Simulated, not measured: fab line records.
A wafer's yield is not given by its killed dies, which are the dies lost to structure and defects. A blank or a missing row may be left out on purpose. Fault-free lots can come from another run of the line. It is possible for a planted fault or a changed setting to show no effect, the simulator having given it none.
fab line records | flow nand-harc | part 1 of 2: steps 1 to 28 of 42
record: lots: 5 | wafers: 15 | last-day: 31
route steps=1302 shown A_BLC@1135 A_M0@1137 A_M1@1169
lots with no fault: from the same line, run without faults
start-h: the number of hours between the record's first day and the start of the first shown wafer of the lot | wait-h: hours elapsed since this lot's preceding step | " same as the row above | L1.1+2: a single row standing in for several wafers | - either no value or no given start | * or withheld: withheld | < > ~ a bound
route shown NAME@n: names a module that has steps shown in the file, with the first one's number in the route | usual: the fault-free wafers' mean and standard deviation | same: alike in all rows | chamber/n: place in a boat | sites: each site's reading | _std_site: the standard deviation of these | _edge_site: inner sites' mean taken away from outer sites' mean | radius-mm: for every site, how far away it sits from the centre of the wafer | mask NAME#n: copy n | behind: the most recent tool/chamber to have shaped the wafer | hold: reason for holding the lot/hours on hold/outcome of the hold | device: the n, p or np transistor that did not switch | end of line: the route-end tests of the same wafers | where a step has no rows: the recipe by itself | killed: not the wafer's yield, but the dies lost to structure and defects at the first sort | map: shows each die of a wafer: x if killed, . if not, _ if none is there
set.NAME: the setting the step ran with; set.NAME@STEP: the setting that earlier step ran with | model.NAME: the simulator's own value behind a step, which no gauge read
lots at selected steps of the route; one table per step, one row per wafer
services: a tool's chamber out of use, with start hour (start-h, from the record's first day; less than 0 if before it), hours out, and reason
== steps ==
step: NHARC_A_BLC_SRD_27
lot.wafer  | tool         | chamber | start-h | wait-h
L075.4+1+2 | wet-bench-04 | 3,5,0   | 529.04  | 0.0
L077.4+6+1 | wet-bench-05 | 0,3,4   | 560.27  | 0.0
L082.6+4+2 | wet-bench-05 | 2,3,4   | 608.93  | 0.1
L088.1+5+2 | wet-bench-05 | 4,6,0   | 675.68  | 0.0
L093.3+6+4 | wet-bench-09 | 3,5,7   | 704.00  | 0.0
step: NHARC_A_BLC_INSPECT_28
usual: raw-defect-count: 550/140
lot.wafer | tool              | chamber | start-h | wait-h | raw-defect-count
L075.1    | defect-inspect-01 | -       | 529.12  | 0.1    | 599
L075.2    | "                 | -       | "       | "      | 888
L075.4    | "                 | -       | "       | "      | 449
L077.1    | defect-inspect-01 | -       | 560.34  | 0.1    | 347
L077.4    | "                 | -       | "       | "      | 487
L077.6    | "                 | -       | "       | "      | 360
L082.2    | defect-inspect-02 | -       | 609.01  | 0.1    | 457
L082.4    | "                 | -       | "       | "      | 464
L082.6    | "                 | -       | "       | "      | 610
L088.1    | defect-inspect-01 | -       | 675.76  | 0.1    | 847
L088.2    | "                 | -       | "       | "      | 678
L088.5    | "                 | -       | "       | "      | 526
L093.3    | defect-inspect-01 | -       | 704.08  | 0.1    | 393
L093.4    | "                 | -       | "       | "      | 455
L093.6    | "                 | -       | "       | "      | 377
step: NHARC_A_M0_DEP_00
recipe: target-thk-a: 1500 | target-thk-nm: 150 | temp-c: withheld | pressure-torr: 5 | flow-sccm: 200 | rf-w: 600 | material: SiOC
usual: chamber-pressure-Torr: 4.998/0.011
lot.wafer | tool     | chamber | start-h | wait-h | chamber-pressure-Torr
L075.1    | pecvd-03 | 1       | 529.23  | 0.1    | 5.009
L075.2    | "        | 2       | "       | "      | 5.001
L075.4    | "        | 0       | "       | "      | 4.995
L077.1    | pecvd-03 | 1       | 560.50  | 0.2    | 5.009
L077.6    | "        | 2       | "       | "      | 4.996
L077.4    | "        | 0       | "       | "      | 5.003
L082.2    | pecvd-02 | 1       | 609.13  | 0.1    | 5.000
L082.4    | "        | 1       | "       | "      | 4.982
L082.6    | "        | 2       | "       | "      | 5.004
L088.1    | pecvd-03 | 0       | 675.83  | 0.1    | 5.015
L088.2    | "        | 1       | "       | "      | 4.974
L088.5    | "        | 2       | "       | "      | 5.018
L093.3    | pecvd-04 | 0       | 704.28  | 0.2    | 4.980
L093.4    | "        | 1       | "       | "      | 4.990
L093.6    | "        | 0       | "       | "      | 4.993
step: NHARC_A_M0_DEHYDRATE_01
recipe: temp-c: 150 | time-s: 120
lot.wafer  | tool           | chamber | start-h | wait-h
L075.1+2+4 | litho-track-01 | 0       | 529.59  | -
L077.1+4+6 | litho-track-04 | 0       | 560.82  | -
L082.2+4+6 | litho-track-01 | 0       | 609.49  | -
L088.1+2+5 | litho-track-04 | 0       | 676.23  | -
L093.3+4+6 | litho-track-04 | 0       | 704.69  | 0.3
step: NHARC_A_M0_HMDS_02
recipe: time-s: 30
lot.wafer  | tool           | chamber | start-h | wait-h
L075.1+2+4 | litho-track-01 | 0       | -       | -
L077.1+4+6 | litho-track-04 | 0       | -       | -
L082.2+4+6 | litho-track-01 | 0       | -       | -
L088.1+2+5 | litho-track-04 | 0       | -       | -
L093.3+4+6 | litho-track-04 | 0       | -       | -
step: NHARC_A_M0_COAT_33
recipe: temp-c: 200 | time-s: 65
lot.wafer  | tool           | chamber | start-h | wait-h
L075.1+2+4 | litho-track-01 | 0       | -       | -
L077.1+4+6 | litho-track-04 | 0       | -       | -
L082.2+4+6 | litho-track-01 | 0       | -       | -
L088.1+2+5 | litho-track-04 | 0       | -       | -
L093.3+4+6 | litho-track-04 | 0       | -       | -
step: NHARC_A_M0_COAT_03
recipe: spin-rpm: 1500 | resist-thk-nm: 90
lot.wafer  | tool           | chamber | start-h | wait-h
L075.1+2+4 | litho-track-01 | 0       | -       | -
L077.1+4+6 | litho-track-04 | 0       | -       | -
L082.2+4+6 | litho-track-01 | 0       | -       | -
L088.1+2+5 | litho-track-04 | 0       | -       | -
L093.3+4+6 | litho-track-04 | 0       | -       | -
step: NHARC_A_M0_SOFTBAKE_04
recipe: temp-c: 105 | time-s: 55
lot.wafer  | tool           | chamber | start-h | wait-h
L075.1+2+4 | litho-track-01 | 0       | -       | -
L077.1+4+6 | litho-track-04 | 0       | -       | -
L082.2+4+6 | litho-track-01 | 0       | -       | -
L088.1+2+5 | litho-track-04 | 0       | -       | -
L093.3+4+6 | litho-track-04 | 0       | -       | -
step: NHARC_A_M0_EBR_05
lot.wafer  | tool           | chamber | start-h | wait-h
L075.1+2+4 | litho-track-01 | 0       | -       | -
L077.1+4+6 | litho-track-04 | 0       | -       | -
L082.2+4+6 | litho-track-01 | 0       | -       | -
L088.1+2+5 | litho-track-04 | 0       | -       | -
L093.3+4+6 | litho-track-04 | 0       | -       | -
step: NHARC_A_M0_EXPOSE_06
recipe: na: 1.35 | target-cd-nm: 80 | dose-mj: 83.25 | mask-id: A_M0
usual: exposure-dose-mJ-cm2: 83.18/0.11 | focus-offset-nm: -0.1/0.5
lot.wafer | tool            | chamber | start-h | wait-h | mask   | exposure-dose-mJ-cm2 | focus-offset-nm
L075.1    | arfi-scanner-03 | 0       | 529.88  | -      | A_M0#0 | 83.22                | 0.7
L075.2    | "               | 0       | "       | "      | A_M0#0 | 83.20                | -0.2
L075.4    | "               | 0       | "       | "      | A_M0#0 | 83.23                | -0.9
L077.1    | arfi-scanner-03 | 0       | 561.11  | -      | A_M0#0 | 83.23                | -0.2
L077.4    | "               | 0       | "       | "      | A_M0#0 | 83.39                | 0.8
L077.6    | "               | 0       | "       | "      | A_M0#0 | 83.21                | -0.2
L082.2    | arfi-scanner-02 | 0       | 609.66  | -      | A_M0#0 | 83.04                | -0.7
L082.4    | "               | 0       | "       | "      | A_M0#0 | 83.13                | 0.0
L082.6    | "               | 0       | "       | "      | A_M0#0 | 83.05                | 0.1
L088.1    | arfi-scanner-01 | 0       | 676.40  | -      | A_M0#0 | 83.11                | -0.7
L088.2    | "               | 0       | "       | "      | A_M0#0 | 83.22                | -0.3
L088.5    | "               | 0       | "       | "      | A_M0#0 | 83.16                | -0.3
L093.3    | arfi-scanner-01 | 0       | 704.99  | -      | A_M0#0 | 83.21                | 0.4
L093.4    | "               | 0       | "       | "      | A_M0#0 | 83.13                | -0.5
L093.6    | "               | 0       | "       | "      | A_M0#0 | 83.22                | -0.6
step: NHARC_A_M0_PEB_07
recipe: peb-temp-c: 100 | peb-time-s: 65
lot.wafer  | tool           | chamber | start-h | wait-h
L075.1+2+4 | litho-track-04 | 0       | 529.94  | 0.1
L077.1+4+6 | litho-track-01 | 0       | 561.17  | 0.1
L082.2+4+6 | litho-track-06 | 0       | 609.72  | 0.1
L088.1+2+5 | litho-track-01 | 0       | 676.46  | 0.1
L093.3+4+6 | litho-track-01 | 0       | 705.04  | 0.0
step: NHARC_A_M0_DEVELOP_08
recipe: develop-time-s: 35 | dev-temp-c: 23
usual: developer-temp-C: 23.01/0.1
lot.wafer | tool           | chamber | start-h | wait-h | developer-temp-C
L075.1    | litho-track-04 | 0       | -       | -      | 22.80
L075.2    | "              | 0       | "       | "      | 22.87
L075.4    | "              | 0       | "       | "      | 22.88
L077.1    | litho-track-01 | 0       | -       | -      | 23.14
L077.4    | "              | 0       | "       | "      | 23.19
L077.6    | "              | 0       | "       | "      | 23.19
L082.2    | litho-track-06 | 0       | -       | -      | 22.99
L082.4    | "              | 0       | "       | "      | 23.10
L082.6    | "              | 0       | "       | "      | 22.97
L088.1    | litho-track-01 | 0       | -       | -      | 22.95
L088.2    | "              | 0       | "       | "      | 23.02
L088.5    | "              | 0       | "       | "      | 22.99
L093.3    | litho-track-01 | 0       | -       | -      | 22.98
L093.4    | "              | 0       | "       | "      | 22.92
L093.6    | "              | 0       | "       | "      | 22.96
step: NHARC_A_M0_CD_MEAS_09
recipe: target-cd-nm: 80 | landing-energy-ev: 500
usual: cd-nm: 80.2/0.59
lot.wafer | tool      | chamber | start-h | wait-h | cd-nm
L075.1    | cd-sem-01 | 0       | 530.02  | -      | 79.3
L075.2    | "         | 0       | "       | "      | 79.4
L075.4    | "         | 0       | "       | "      | 80.1
L077.1    | cd-sem-02 | 0       | 561.25  | -      | 80.5
L077.4    | "         | 0       | "       | "      | 80.7
L077.6    | "         | 0       | "       | "      | 79.9
L082.2    | cd-sem-01 | 0       | 609.80  | -      | 80.8
L082.4    | "         | 0       | "       | "      | 80.9
L082.6    | "         | 0       | "       | "      | 81.8
L088.1    | cd-sem-01 | 0       | 676.53  | -      | 80.5
L088.2    | "         | 0       | "       | "      | 80.4
L088.5    | "         | 0       | "       | "      | 80.1
L093.3    | cd-sem-03 | 0       | 705.12  | -      | 80.8
L093.4    | "         | 0       | "       | "      | 80.1
L093.6    | "         | 0       | "       | "      | 80.5
step: NHARC_A_M0_OVL_MEAS_10
recipe: pitch-nm: 160
usual: overlay-x-nm: -0.1/0.71 | overlay-y-nm: 0.1/0.96
lot.wafer | tool       | chamber | start-h | wait-h | overlay-x-nm | overlay-y-nm
L075.1    | overlay-02 | -       | 530.11  | -      | 0.4          | 0.8
L075.2    | "          | -       | "       | "      | 0.1          | 0.4
L075.4    | "          | -       | "       | "      | 0.7          | 0.4
L077.1    | overlay-02 | -       | 561.33  | -      | 0.7          | 0.5
L077.4    | "          | -       | "       | "      | 0.1          | 1.2
L077.6    | "          | -       | "       | "      | 0.1          | 1.0
L082.2    | overlay-02 | -       | 609.88  | -      | 1.7          | 0.2
L082.4    | "          | -       | "       | "      | 1.3          | 0.1
L082.6    | "          | -       | "       | "      | 1.5          | 0.2
L088.1    | overlay-02 | -       | 676.62  | -      | -0.7         | 0.0
L088.2    | "          | -       | "       | "      | -0.9         | 0.1
L088.5    | "          | -       | "       | "      | -1.5         | -0.4
L093.3    | overlay-02 | -       | 705.21  | -      | 0.8          | 0.1
L093.4    | "          | -       | "       | "      | 0.8          | 0.4
L093.6    | "          | -       | "       | "      | 0.2          | 0.2
step: NHARC_A_M0_INSPECT_11
usual: raw-defect-count: 88/38
lot.wafer | tool              | chamber | start-h | wait-h | raw-defect-count
L075.1    | defect-inspect-01 | -       | 530.14  | 0.0    | 126
L075.2    | "                 | -       | "       | "      | 123
L075.4    | "                 | -       | "       | "      | 123
L077.1    | defect-inspect-01 | -       | 561.37  | 0.0    | 69
L077.4    | "                 | -       | "       | "      | 91
L077.6    | "                 | -       | "       | "      | 71
L082.2    | defect-inspect-01 | -       | 609.92  | 0.0    | 27
L082.4    | "                 | -       | "       | "      | 41
L082.6    | "                 | -       | "       | "      | 28
L088.1    | defect-inspect-02 | -       | 676.66  | 0.0    | 101
L088.2    | "                 | -       | "       | "      | 112
L088.5    | "                 | -       | "       | "      | 92
L093.3    | defect-inspect-01 | -       | 705.24  | 0.0    | 73
L093.4    | "                 | -       | "       | "      | 77
L093.6    | "                 | -       | "       | "      | 61
step: NHARC_A_M0_DESCUM_14
recipe: time-s: 3 | o2-flow-sccm: 200 | ar-flow-sccm: 0 | bias-power-w: 0 | chemistry: O2
usual: drypump-motor-current-A: 5.76/0.29 | oes-product-au: 0.996/0.012 | rf-vpp-V: 57.7/0.88 | showerhead-plenum-p-Torr: 1.91/0.064 | throttle-valve-pct: 11.311/0.0089
same: bias-power-w: 0
lot.wafer | tool        | chamber | start-h | wait-h | drypump-motor-current-A | oes-product-au | rf-hours-counter-h | rf-vpp-V | showerhead-plenum-p-Torr | throttle-valve-pct
L075.4    | rie-diel-13 | 0       | 530.21  | 0.1    | 6.21                    | 0.979          | 0                  | 57.8     | 1.95                     | 11.298
L075.1    | "           | 1       | "       | "      | 5.74                    | 0.992          | 0                  | 56.5     | 1.88                     | 11.306
L075.2    | "           | 2       | "       | "      | 6.04                    | 0.983          | 0                  | 55.5     | 1.81                     | 11.300
L077.1    | rie-diel-13 | 3       | 561.43  | 0.1    | 5.39                    | 0.989          | 1                  | 58.0     | 2.00                     | 11.295
L077.4    | "           | 1       | "       | "      | 5.71                    | 0.991          | 1                  | 56.2     | 1.88                     | 11.320
L077.6    | "           | 0       | "       | "      | 6.21                    | 0.980          | -                  | 58.9     | 1.95                     | 11.330
L082.4    | rie-diel-05 | 3       | 609.99  | 0.1    | 5.64                    | 0.989          | 1                  | 57.9     | 1.92                     | 11.309
L082.2    | "           | 0       | "       | "      | 5.91                    | 1.000          | 1                  | 57.7     | 1.93                     | 11.306
L082.6    | "           | 3       | "       | "      | 5.63                    | 0.994          | -                  | 57.6     | 1.92                     | 11.310
L088.1    | rie-diel-05 | 3       | 676.73  | 0.1    | 5.64                    | 1.001          | 3                  | 57.3     | 1.92                     | 11.311
L088.2    | "           | 0       | "       | "      | 5.93                    | 1.004          | 4                  | 58.4     | 1.93                     | 11.316
L088.5    | "           | 2       | "       | "      | 5.72                    | 1.001          | -                  | 57.5     | 1.91                     | 11.318
L093.4    | rie-diel-01 | 0       | 705.30  | 0.1    | 5.75                    | 1.011          | 8                  | 58.1     | 1.85                     | 11.291
L093.3    | "           | 2       | "       | "      | 5.45                    | 1.005          | 6                  | 58.5     | 1.99                     | 11.320
L093.6    | "           | 1       | "       | "      | 5.35                    | 0.988          | -                  | 57.3     | 1.92                     | 11.303
step: NHARC_A_M0_ETCH_34
recipe: target-depth-a: 400 | overetch-a: 120 | time-s: 43.94 | ion-energy-ev: 200 | n2-flow-sccm: 150 | h2-flow-sccm: 150 | ar-flow-sccm: 0 | rf-w: 400 | bias-w: 150 | chemistry: N2/H2
usual: drypump-motor-current-A: 5.8/0.3 | oes-product-au: 0.996/0.011 | rf-vpp-V: 430.4/2.1 | showerhead-plenum-p-Torr: 2.04/0.071 | throttle-valve-pct: 14.170/0.0086
lot.wafer | tool        | chamber | start-h | wait-h | drypump-motor-current-A | oes-product-au | rf-hours-counter-h | rf-vpp-V | showerhead-plenum-p-Torr | throttle-valve-pct
L075.4    | rie-diel-13 | 0       | 530.29  | 0.1    | 6.2                     | 0.985          | 0                  | 431.1    | 2.08                     | 14.173
L075.2    | "           | 1       | "       | "      | 5.7                     | 0.988          | 0                  | 429.9    | 2.00                     | 14.170
L075.1    | "           | 2       | "       | "      | 6.0                     | 0.982          | 0                  | 427.8    | 1.92                     | 14.188
L077.4    | rie-diel-13 | 2       | 561.52  | 0.1    | 6.0                     | 0.982          | 2                  | 425.9    | 1.92                     | 14.176
L077.1    | "           | 3       | "       | "      | 5.4                     | 0.985          | 1                  | 432.7    | 2.14                     | 14.170
L077.6    | "           | 2       | "       | "      | 6.0                     | 0.983          | -                  | 426.9    | 1.92                     | 14.153
L082.4    | rie-diel-05 | 3       | 610.07  | 0.1    | 5.6                     | 1.014          | 1                  | 429.8    | 2.05                     | 14.174
L082.2    | "           | 0       | "       | "      | 5.9                     | 1.003          | 1                  | 431.1    | 2.06                     | 14.161
L082.6    | "           | 0       | "       | "      | 5.9                     | 1.008          | -                  | 430.7    | 2.06                     | 14.167
L088.2    | rie-diel-05 | 3       | 676.81  | 0.1    | 5.6                     | 0.985          | 3                  | 428.9    | 2.05                     | 14.163
L088.1    | "           | 2       | "       | "      | 5.7                     | 1.001          | 3                  | 431.3    | 2.04                     | 14.179
L088.5    | "           | 3       | "       | "      | 5.6                     | 0.995          | -                  | 431.1    | 2.05                     | 14.181
L093.4    | rie-diel-01 | 2       | 705.39  | 0.1    | 5.5                     | 1.008          | 6                  | 434.3    | 2.13                     | 14.168
L093.3    | "           | 3       | "       | "      | 6.2                     | 1.009          | 8                  | 426.3    | 1.92                     | 14.178
L093.6    | "           | 3       | "       | "      | 6.2                     | 1.011          | -                  | 427.1    | 1.92                     | 14.157
step: NHARC_A_M0_ETCH_15
recipe: target-depth-a: 1500 | overetch-a: 150 | time-s: 82.5 | c4f8-flow-sccm: withheld | ar-flow-sccm: 400 | rf-w: 600 | bias-w: 300 | chemistry: C4F8/Ar
usual: oes-product-au: 0.947/0.024 | rf-vpp-V: 440.6/2.1
lot.wafer | tool        | chamber | start-h | wait-h | oes-product-au | rf-hours-counter-h | rf-vpp-V
L075.2    | rie-diel-13 | 0       | -       | -      | 0.950          | 0                  | 440.2
L075.4    | "           | 2       | "       | "      | 0.962          | 0                  | 437.7
L075.1    | "           | 3       | "       | "      | 0.946          | 0                  | 442.3
L077.4    | rie-diel-13 | 0       | -       | -      | 0.941          | 1                  | 442.0
L077.1    | "           | 3       | "       | "      | 0.950          | 1                  | 443.2
L077.6    | "           | 1       | "       | "      | 0.973          | -                  | 440.5
L082.2    | rie-diel-05 | 0       | -       | -      | 0.984          | 1                  | 442.0
L082.4    | "           | 1       | "       | "      | 0.975          | 1                  | 443.0
L082.6    | "           | 0       | "       | "      | 0.977          | -                  | 441.0
L088.1    | rie-diel-05 | 2       | -       | -      | 0.973          | 3                  | 440.4
L088.2    | "           | 3       | "       | "      | 0.967          | 3                  | 441.7
L088.5    | "           | 1       | "       | "      | 0.976          | -                  | 442.2
L093.3    | rie-diel-01 | 1       | -       | -      | 0.952          | 6                  | 442.0
L093.4    | "           | 3       | "       | "      | 0.976          | 8                  | 436.9
L093.6    | "           | 2       | "       | "      | 0.978          | -                  | 442.9
step: NHARC_A_M0_CD_MEAS_16
usual: cd-nm: 80.0/1.1
lot.wafer | tool      | chamber | start-h | wait-h | cd-nm
L075.1    | cd-sem-01 | -       | 530.50  | -      | 78.1
L075.2    | "         | -       | "       | "      | 80.1
L075.4    | "         | -       | "       | "      | 79.5
L077.1    | cd-sem-02 | -       | 561.73  | -      | 80.3
L077.4    | "         | -       | "       | "      | 78.9
L077.6    | "         | -       | "       | "      | 79.6
L082.2    | cd-sem-01 | -       | 610.29  | -      | 80.1
L082.4    | "         | -       | "       | "      | 79.6
L082.6    | "         | -       | "       | "      | 80.2
L088.1    | cd-sem-02 | -       | 677.02  | -      | 79.6
L088.2    | "         | -       | "       | "      | 78.3
L088.5    | "         | -       | "       | "      | 80.9
L093.3    | cd-sem-01 | -       | 705.63  | -      | 80.8
L093.4    | "         | -       | "       | "      | 80.9
L093.6    | "         | -       | "       | "      | 80.1
step: NHARC_A_M0_STRIP_18
recipe: power-w: 1000 | n2-flow-sccm: 150 | h2-flow-sccm: 150 | ar-flow-sccm: 0 | bias-w: 0 | chemistry: N2/H2
usual: drypump-motor-current-A: 5.73/0.28 | oes-product-au: 0.999/0.012 | power-w: 1000/3.1 | rf-vpp-V: 90.7/1 | showerhead-plenum-p-Torr: 2.03/0.066 | throttle-valve-pct: 14.173/0.009
lot.wafer | tool        | chamber | start-h | wait-h | drypump-motor-current-A | oes-product-au | power-w | rf-hours-counter-h | rf-vpp-V | showerhead-plenum-p-Torr | throttle-valve-pct
L075.1    | rie-diel-13 | 2       | 530.60  | 0.1    | 5.98                    | 0.984          | 993     | 0.0                | 90.2     | 1.92                     | 14.175
L075.2    | "           | 3       | "       | "      | 5.38                    | 0.968          | 1001    | 0.1                | 91.9     | 2.14                     | 14.167
L075.4    | "           | 0       | "       | "      | 6.21                    | 0.989          | 996     | 0.1                | 92.1     | 2.08                     | 14.177
L077.1    | rie-diel-13 | 2       | 561.83  | 0.1    | 5.96                    | 0.980          | 997     | 1.6                | 89.8     | 1.92                     | 14.157
L077.4    | "           | 3       | "       | "      | 5.38                    | 0.987          | 1001    | 1.4                | 90.2     | 2.14                     | 14.159
L077.6    | "           | 2       | "       | "      | 5.98                    | 0.976          | 1001    | -                  | 89.6     | 1.92                     | 14.171
L082.2    | rie-diel-13 | 0       | 610.41  | 0.1    | 6.16                    | 0.989          | 1000    | 3.9                | 89.2     | 2.08                     | 14.170
L082.4    | "           | 1       | "       | "      | 5.77                    | 1.004          | 998     | 4.4                | 90.6     | 2.00                     | 14.169
L082.6    | "           | 2       | "       | "      | 5.99                    | 0.991          | 999     | -                  | 89.8     | 1.92                     | 14.178
L088.2    | rie-diel-01 | 1       | 677.15  | 0.1    | 5.40                    | 0.992          | 1002    | 4.5                | 91.3     | 2.04                     | 14.176
L088.1    | "           | 2       | "       | "      | 5.46                    | 0.991          | 1006    | 5.0                | 92.1     | 2.13                     | 14.183
L088.5    | "           | 3       | "       | "      | 6.20                    | 1.000          | 1006    | -                  | 91.0     | 1.92                     | 14.164
L093.3    | rie-diel-05 | 2       | 705.72  | 0.1    | 5.70                    | 1.006          | 999     | 5.0                | 90.4     | 2.04                     | 14.190
L093.4    | "           | 3       | "       | "      | 5.63                    | 0.985          | 996     | 4.8                | 90.8     | 2.05                     | 14.185
L093.6    | "           | 2       | "       | "      | 5.71                    | 0.998          | 998     | -                  | 90.4     | 2.04                     | 14.174
step: NHARC_A_M0_STRIP_19
recipe: time-s: 600 | temp-c: 30 | chemistry: post-etch-residue-remover
lot.wafer  | tool         | chamber | start-h | wait-h
L075.1+4+2 | wet-bench-01 | 1,2,3   | 530.85  | -
L077.1+6+4 | wet-bench-06 | 3,5,6   | 562.09  | -
L082.4+2+6 | wet-bench-01 | 6,2,3   | 610.64  | -
L088.1+5+2 | wet-bench-06 | 5,6,2   | 677.37  | -
L093.6+4+3 | wet-bench-06 | 4,5,0   | 705.98  | -
step: NHARC_A_M0_DEGAS_28
recipe: temp-c: 250 | time-s: 60
usual: heater-power-w: 345/46
lot.wafer | tool           | chamber | start-h | wait-h | heater-power-w
L075.4    | pvd-sputter-02 | -       | 531.16  | -      | 352
L075.2    | "              | -       | "       | "      | 325
L075.1    | "              | -       | "       | "      | 319
L077.4    | pvd-sputter-03 | -       | 562.37  | -      | 313
L077.1    | "              | -       | "       | "      | 339
L077.6    | "              | -       | "       | "      | 381
L082.2    | pvd-sputter-02 | -       | 610.91  | -      | 400
L082.4    | "              | -       | "       | "      | 324
L082.6    | "              | -       | "       | "      | 395
L088.1    | pvd-sputter-01 | -       | 677.65  | -      | 267
L088.2    | "              | -       | "       | "      | 328
L088.5    | "              | -       | "       | "      | 349
L093.3    | pvd-sputter-02 | -       | 706.25  | -      | 353
L093.4    | "              | -       | "       | "      | 309
L093.6    | "              | -       | "       | "      | 356
step: NHARC_A_M0_PRE_CLEAN_29
recipe: time-s: 30 | temp-c: 280 | gas: H2/He
usual: heater-power-w: 421/52
lot.wafer | tool           | chamber | start-h | wait-h | heater-power-w
L075.4    | pvd-sputter-02 | -       | -       | -      | 431
L075.2    | "              | -       | "       | "      | 497
L075.1    | "              | -       | "       | "      | 390
L077.4    | pvd-sputter-03 | -       | -       | -      | 408
L077.1    | "              | -       | "       | "      | 538
L077.6    | "              | -       | "       | "      | 542
L082.4    | pvd-sputter-02 | -       | -       | -      | 429
L082.2    | "              | -       | "       | "      | 394
L082.6    | "              | -       | "       | "      | 431
L088.2    | pvd-sputter-01 | -       | -       | -      | 400
L088.1    | "              | -       | "       | "      | 439
L088.5    | "              | -       | "       | "      | 442
L093.3    | pvd-sputter-02 | -       | -       | -      | 424
L093.4    | "              | -       | "       | "      | 485
L093.6    | "              | -       | "       | "      | 433
step: NHARC_A_M0_PVD_20
recipe: target-thk-a: 50 | bias-v: 168.6 | power-w: 15000 | chamber-pressure-pa: 0.12 | time-s: 8.06 | substrate-temp-c: 50 | material: TaN
usual: throttle-valve-pct: 30.1/0.95
lot.wafer | tool           | chamber | start-h | wait-h | throttle-valve-pct
L075.2    | pvd-sputter-02 | -       | -       | -      | 30.3
L075.1    | "              | -       | "       | "      | 31.7
L075.4    | "              | -       | "       | "      | 29.1
L077.1    | pvd-sputter-03 | -       | -       | -      | 28.8
L077.4    | "              | -       | "       | "      | 30.7
L077.6    | "              | -       | "       | "      | 30.5
L082.2    | pvd-sputter-02 | -       | -       | -      | 29.3
L082.4    | "              | -       | "       | "      | 30.7
L082.6    | "              | -       | "       | "      | 29.0
L088.1    | pvd-sputter-01 | -       | -       | -      | 30.4
L088.2    | "              | -       | "       | "      | 30.7
L088.5    | "              | -       | "       | "      | 28.9
L093.3    | pvd-sputter-02 | -       | -       | -      | 29.4
L093.4    | "              | -       | "       | "      | 29.3
L093.6    | "              | -       | "       | "      | 32.5
step: NHARC_A_M0_PVD_21
recipe: target-thk-a: 300 | chamber-pressure-pa: 5 | power-w: 5000 | substrate-temp-c: 30 | time-s: 20.49 | material: Cu
usual: throttle-valve-pct: 30.0/0.95
lot.wafer | tool           | chamber | start-h | wait-h | throttle-valve-pct
L075.2    | pvd-sputter-02 | -       | -       | -      | 30.4
L075.4    | "              | -       | "       | "      | 31.5
L075.1    | "              | -       | "       | "      | 29.0
L077.4    | pvd-sputter-03 | -       | -       | -      | 31.1
L077.1    | "              | -       | "       | "      | 30.6
L077.6    | "              | -       | "       | "      | 29.0
L082.2    | pvd-sputter-02 | -       | -       | -      | 29.0
L082.4    | "              | -       | "       | "      | 30.3
L082.6    | "              | -       | "       | "      | 29.1
L088.1    | pvd-sputter-01 | -       | -       | -      | 29.0
L088.2    | "              | -       | "       | "      | 30.4
L088.5    | "              | -       | "       | "      | 29.0
L093.3    | pvd-sputter-02 | -       | -       | -      | 30.7
L093.4    | "              | -       | "       | "      | 32.4
L093.6    | "              | -       | "       | "      | 29.3
step: NHARC_A_M0_ECD_22
recipe: target-thk-a: 4000 | bath-temp-c: 25 | material: Cu
lot.wafer  | tool      | chamber | start-h | wait-h
L075.1+2+4 | ecd-cu-02 | 0,1,1   | 531.52  | -
L077.1+4+6 | ecd-cu-01 | 0,0,1   | 562.76  | -
L082.2+4+6 | ecd-cu-02 | 1,0,0   | 611.27  | -
L088.2+1+5 | ecd-cu-01 | 1,0,1   | 678.00  | -
L093.3+4+6 | ecd-cu-01 | 0,1,0   | 706.70  | -
step: NHARC_A_M0_ANNEAL_30
recipe: temp-c: 225 | time-s: 90
usual: anneal-temp-c: 225.02/0.18 | wafer_temp_C_max: 226.2/0.44
lot.wafer | tool          | chamber | start-h | wait-h | anneal-temp-c | wafer_temp_C_max
L075.1    | rtp-anneal-02 | 0       | 531.90  | 0.3    | 225.24        | 226.4
L075.2    | "             | 0       | "       | "      | 224.97        | 226.9
L075.4    | "             | 0       | "       | "      | 225.13        | 227.2
L077.1    | rtp-anneal-01 | 0       | 563.09  | 0.3    | 224.85        | 226.1
L077.4    | "             | 0       | "       | "      | 224.86        | 225.9
L077.6    | "             | 0       | "       | "      | 224.62        | 225.8
L082.2    | rtp-anneal-02 | 0       | 611.70  | 0.4    | 224.98        | 226.3
L082.4    | "             | 0       | "       | "      | 225.41        | 226.8
L082.6    | "             | 0       | "       | "      | 225.15        | 226.9
L088.1    | rtp-anneal-02 | 0       | 678.38  | 0.3    | 224.88        | 226.8
L088.2    | "             | 0       | "       | "      | 224.90        | 226.7
L088.5    | "             | 0       | "       | "      | 225.11        | 226.3
L093.3    | rtp-anneal-01 | 0       | 707.17  | 0.4    | 225.02        | 225.7
L093.4    | "             | 0       | "       | "      | 224.79        | 225.6
L093.6    | "             | 0       | "       | "      | 225.19        | 225.6
step: NHARC_A_M0_CMP_23
recipe: t-overpolish-s: 20 | target-thk-nm: 113.75
usual: motor-current-A: 12.5/1.3 | time-to-endpoint-s: 29/3.6
lot.wafer | tool   | chamber | start-h | wait-h | motor-current-A | time-to-endpoint-s
L075.2    | cmp-04 | 1       | 532.27  | -      | 13.8            | 29
L075.4    | "      | 2       | "       | "      | 12.5            | 28
L075.1    | "      | 3       | "       | "      | 13.9            | 29
L077.1    | cmp-04 | 0       | 563.44  | -      | 12.5            | 30
L077.4    | "      | 3       | "       | "      | 14.1            | 25
L077.6    | "      | 1       | "       | "      | 13.3            | 27
L082.4    | cmp-04 | 3       | 611.99  | -      | 14.5            | 25
L082.2    | "      | 2       | "       | "      | 12.8            | 29
L082.6    | "      | 3       | "       | "      | 14.2            | 25
L088.2    | cmp-04 | 1       | 678.75  | -      | 13.7            | 27
L088.1    | "      | 2       | "       | "      | 12.9            | 26
L088.5    | "      | 1       | "       | "      | 14.1            | 30
L093.4    | cmp-02 | 2       | 707.41  | -      | 11.1            | 27
L093.3    | "      | 0       | "       | "      | 15.5            | 33
L093.6    | "      | 3       | "       | "      | 12.4            | 33
